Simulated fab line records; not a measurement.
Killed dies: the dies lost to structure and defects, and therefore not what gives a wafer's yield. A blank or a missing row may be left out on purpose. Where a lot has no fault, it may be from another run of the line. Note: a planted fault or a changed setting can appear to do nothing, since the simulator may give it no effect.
Chamber matching :: flow n5 finfet :: N5_FIN_SAQP_ETCH_34 on rie diel-01: 3 sister chambers
The step etches SiO2 in C4F6/O2, target depth 45 nm, time 15 s. 6 wafers are shown with their chamber, then 7 later ones without.

## WAFERS PAIRED WITH THEIR CHAMBERS
wafer: L088.2
chamber: 3
rf vpp V (V): 651
throttle valve pct (%): 21.11

wafer: L090.2
chamber: 3
rf vpp V (V): 650
throttle valve pct (%): 21.10

wafer: L090.3
chamber: 1
rf vpp V (V): 674
throttle valve pct (%): 21.44

wafer: L090.4
chamber: 2
rf vpp V (V): 673
throttle valve pct (%): 21.43

wafer: L091.3
chamber: 1
rf vpp V (V): 674
throttle valve pct (%): 21.44

wafer: L091.4
chamber: 2
rf vpp V (V): 674
throttle valve pct (%): 21.43

## WAFERS WITHOUT THEIR CHAMBER
wafer: L091.5
rf vpp V (V): 673
throttle valve pct (%): 21.44

wafer: L092.2
rf vpp V (V): 674
throttle valve pct (%): 21.44

wafer: L092.4
rf vpp V (V): 652
throttle valve pct (%): 21.13

wafer: L093.1
rf vpp V (V): 649
throttle valve pct (%): 21.12

wafer: L093.3
rf vpp V (V): 674
throttle valve pct (%): 21.45

wafer: L096.1
rf vpp V (V): 675
throttle valve pct (%): 21.46

wafer: L096.4
rf vpp V (V): 673
throttle valve pct (%): 21.12

## THE CHAMBER EACH PASSED THROUGH
wafer: L091.5
from the rows above: can't be placed: 1 or 2
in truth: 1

wafer: L092.2
from the rows above: 1
in truth: 1

wafer: L092.4
from the rows above: 3
in truth: 3

wafer: L093.1
from the rows above: 3
in truth: 3

wafer: L093.3
from the rows above: 1
in truth: 1

wafer: L096.1
from the rows above: 1
in truth: 1

wafer: L096.4
from the rows above: 3
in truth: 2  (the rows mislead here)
Placed correctly: 5 of 7. Not placeable from these rows: 1 (in 1, the candidates include the true chamber). Number placed wrongly: 1.
How it was worked out, from the rows above alone: a wafer's distance from a chamber is the root of the sum, over the readings, of the square of ((its reading less the chamber's mean) divided by the reading's scatter). If the next closest chamber is less than 2 further off than the closest, the wafer can't be placed; otherwise it belongs to the closest. The mean given for a chamber averages the wafers shown for that chamber. The scatter: take each reading less its chamber's mean, square it, sum over the shown wafers, divide by the number of wafers less the number of chambers, and take the root.
